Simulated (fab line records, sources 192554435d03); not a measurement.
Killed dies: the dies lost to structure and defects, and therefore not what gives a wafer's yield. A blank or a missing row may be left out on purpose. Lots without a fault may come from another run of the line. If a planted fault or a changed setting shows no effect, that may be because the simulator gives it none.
Chamber matching    flow n5 finfet    N5_BEOL_M5_STRIP_64 on rie diel-01 has 4 sister chambers
The step strips in CF4. 20 wafers are shown with their chamber, then 10 later ones without.

## WAFERS PAIRED WITH THEIR CHAMBERS
wafer   chamber  drypump motor current A (A)  showerhead plenum p Torr (Torr)  throttle valve pct (%)
L076.3  0        5.3                          1.82                             13.80
L076.4  1        6.4                          1.76                             13.33
L076.5  3        5.9                          1.89                             13.52
L079.3  2        5.6                          1.78                             13.46
L079.4  3        5.9                          1.89                             13.55
L079.6  0        5.4                          1.82                             13.82
L080.1  2        5.6                          1.78                             13.45
L080.4  0        5.4                          1.81                             13.83
L080.5  2        5.6                          1.78                             13.43
L083.2  2        5.6                          1.78                             13.44
L083.3  3        5.9                          1.89                             13.55
L083.5  3        5.9                          1.89                             13.55
L084.1  3        5.9                          1.89                             13.56
L084.3  1        6.4                          1.76                             13.38
L084.6  3        5.9                          1.89                             13.56
L085.3  1        6.4                          1.76                             13.40
L085.4  3        5.9                          1.88                             13.56
L085.6  3        5.9                          1.88                             13.56
L088.3  1        6.4                          1.76                             13.40
L088.4  3        5.9                          1.88                             13.56

SIGNATURES (averages over the wafers above)
reading                   chamber 0  chamber 1  chamber 2  chamber 3  scatter within a chamber
drypump motor current A   5.367      6.400      5.600      5.900      0.0204
showerhead plenum p Torr  1.8167     1.7600     1.7800     1.8867     0.00408
throttle valve pct        13.8167    13.3775    13.4450    13.5522    0.0187
Rule: distance of a wafer from a chamber = root of the sum over the readings of ((wafer's reading minus chamber's mean) / reading's scatter) squared. The wafer belongs to the nearest chamber; if the next one is less than 2 further off, it can't be placed. The scatter: take each reading less its chamber's mean, square it, sum over the shown wafers, divide by the number of wafers less the number of chambers, and take the root.

## WAFERS WHOSE CHAMBER IS MISSING
wafer   drypump motor current A (A)  showerhead plenum p Torr (Torr)  throttle valve pct (%)
L088.6  5.9                          1.88                             13.57
L089.3  6.4                          1.75                             13.40
L089.4  5.9                          1.88                             13.57
L089.6  5.3                          1.81                             13.87
L090.2  6.4                          1.75                             13.39
L090.4  5.4                          1.81                             13.89
L090.6  5.3                          1.81                             13.86
L091.1  6.4                          1.75                             13.42
L091.3  5.3                          1.81                             13.87
L091.6  6.4                          1.75                             13.41

## WHICH CHAMBER EACH ONE RAN IN
wafer   from the rows above  in truth
L088.6  3                    3
L089.3  1                    1
L089.4  3                    3
L089.6  0                    0
L090.2  1                    1
L090.4  0                    0
L090.6  0                    0
L091.1  1                    1
L091.3  0                    0
L091.6  1                    1
Correct placement for 10 of the 10. Not placeable from these rows: 0. 0 placed wrongly.
